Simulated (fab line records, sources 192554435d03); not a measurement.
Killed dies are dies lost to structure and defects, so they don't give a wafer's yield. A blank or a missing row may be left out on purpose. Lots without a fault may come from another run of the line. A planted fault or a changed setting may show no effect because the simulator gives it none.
Which tool did it? | flow n5_finfet | 10 lots, 30 wafers sampled, at 1 step of a route of 1938

WHAT THE GAUGES READ, wafer by wafer
N5_BEOL_M12_INSPECT_12: inspects for defects (macro).
lot  | measured     | on                | raw_defect_count
L610 | day 11 13:56 | defect_inspect-01 | 2 2 3
L611 | day 12 06:38 | defect_inspect-01 | 4 1 5
L612 | day 12 06:47 | defect_inspect-01 | 3 1 5
L613 | day 12 06:58 | defect_inspect-02 | 2 3 0
L619 | day 13 11:09 | defect_inspect-01 | 2 2 2
L618 | day 13 19:28 | defect_inspect-02 | 2 3 0
L627 | day 15 16:47 | defect_inspect-02 | 0 1 1
L628 | day 15 21:04 | defect_inspect-02 | 0 4 6
L629 | day 16 08:25 | defect_inspect-02 | 2 1 2
L632 | day 17 01:03 | defect_inspect-02 | 1 7 2

WHICH TOOL RAN EACH LOT (tool, then ch and the chambers of the sampled wafers, then the start)
The record holds no process step before these readings.

THE ANSWER, worked out from the rows above alone
Rule: what is usual is taken from the lots themselves. Put in order of their means at a reading, lots are off if they are a third of the lots or fewer, leave a main group of 4 or more, and stand apart from it by a gap of 3 or more times the standard deviation of the main group's means; of several such gaps the widest counts. A main group whose means are all the same, to the digits that the tables above print for the reading, isn't used. A lot without any number at a reading at which 4 lots or more have one is off too. The other lots that the step has rows for count as sound.
No lot is off at any reading shown: from this, nothing can be told.

WHAT THE SIMULATOR HAD PUT IN
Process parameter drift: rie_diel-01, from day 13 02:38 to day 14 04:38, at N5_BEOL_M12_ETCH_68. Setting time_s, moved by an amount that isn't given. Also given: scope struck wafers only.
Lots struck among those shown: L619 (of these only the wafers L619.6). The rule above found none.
